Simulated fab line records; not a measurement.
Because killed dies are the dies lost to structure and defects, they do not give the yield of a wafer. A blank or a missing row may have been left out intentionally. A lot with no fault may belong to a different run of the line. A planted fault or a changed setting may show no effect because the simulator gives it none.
Chamber matching | flow n5Finfet | aldSin-04 running N5_GATE_CUT_SAC_CAP_01: 4 sister chambers
The step material SiNx, target thk 24 nm, pulse time 1 s, ald cycles 480. 20 wafers are shown with their chamber, then 10 later ones without.

== WAFERS WITH THEIR CHAMBER ==
wafer  | chamber | heaterPowerW (W) | precursorPulseHeightRel
L075.2 | 1       | 834              | 1.029
L075.4 | 0       | 899              | 1.005
L075.6 | 3       | 795              | 0.996
L077.1 | 3       | 811              | 1.000
L077.3 | 1       | 819              | 1.005
L077.5 | 1       | 852              | 1.008
L079.1 | 1       | 837              | 0.992
L079.2 | 0       | 904              | 1.002
L079.6 | 3       | 795              | 0.970
L080.1 | 1       | 835              | 0.976
L080.3 | 2       | 1012             | 0.978
L080.6 | 0       | 887              | 0.999
L086.3 | 1       | 854              | 1.012
L086.4 | 0       | 918              | 1.004
L086.5 | 3       | 805              | 0.964
L087.3 | 1       | 827              | 1.008
L087.5 | 1       | 822              | 1.036
L087.6 | 2       | 978              | 0.999
L091.3 | 0       | 905              | 0.992
L091.5 | 1       | 858              | 1.007

SIGNATURES (averages over the wafers above)
reading                 | chamber 0 | chamber 1 | chamber 2 | chamber 3 | scatter within a chamber
heaterPowerW            | 902.60    | 837.56    | 995.00    | 801.50    | 13.4
precursorPulseHeightRel | 1.00040   | 1.00811   | 0.98850   | 0.98250   | 0.0155
Rule: for each reading, subtract the chamber's mean from the wafer's reading, divide by that reading's scatter and square the result; add these up over the readings and take the root, which gives the wafer's distance from the chamber. If the next closest chamber is less than 2 further off than the closest, the wafer can't be placed; otherwise it belongs to the closest. How the scatter is found: for the shown wafers, subtract from each reading the mean of its chamber, square and add these, divide the total by (wafers less chambers), then take the root.

== WAFERS WITH NO CHAMBER GIVEN ==
wafer  | heaterPowerW (W) | precursorPulseHeightRel
L091.6 | 904              | 0.983
L092.2 | 833              | 1.001
L092.5 | 811              | 0.974
L092.6 | 898              | 0.972
L095.2 | 986              | 0.976
L095.3 | 848              | 1.016
L095.5 | 837              | 1.009
L096.1 | 849              | 0.998
L096.3 | 982              | 0.994
L096.5 | 809              | 1.011

== CHAMBER TAKEN BY EACH ==
wafer  | from the rows above     | in truth
L091.6 | 0                       | 0
L092.2 | 1                       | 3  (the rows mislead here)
L092.5 | 3                       | 3
L092.6 | 0                       | 0
L095.2 | 2                       | 2
L095.3 | 1                       | 1
L095.5 | 1                       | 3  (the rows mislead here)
L096.1 | 1                       | 1
L096.3 | 2                       | 2
L096.5 | can't be placed: 3 or 1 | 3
Placed correctly: 7 of 10. From these rows, 1 cannot be placed; in 1 the true chamber is one of the candidates. Number placed wrongly: 2.
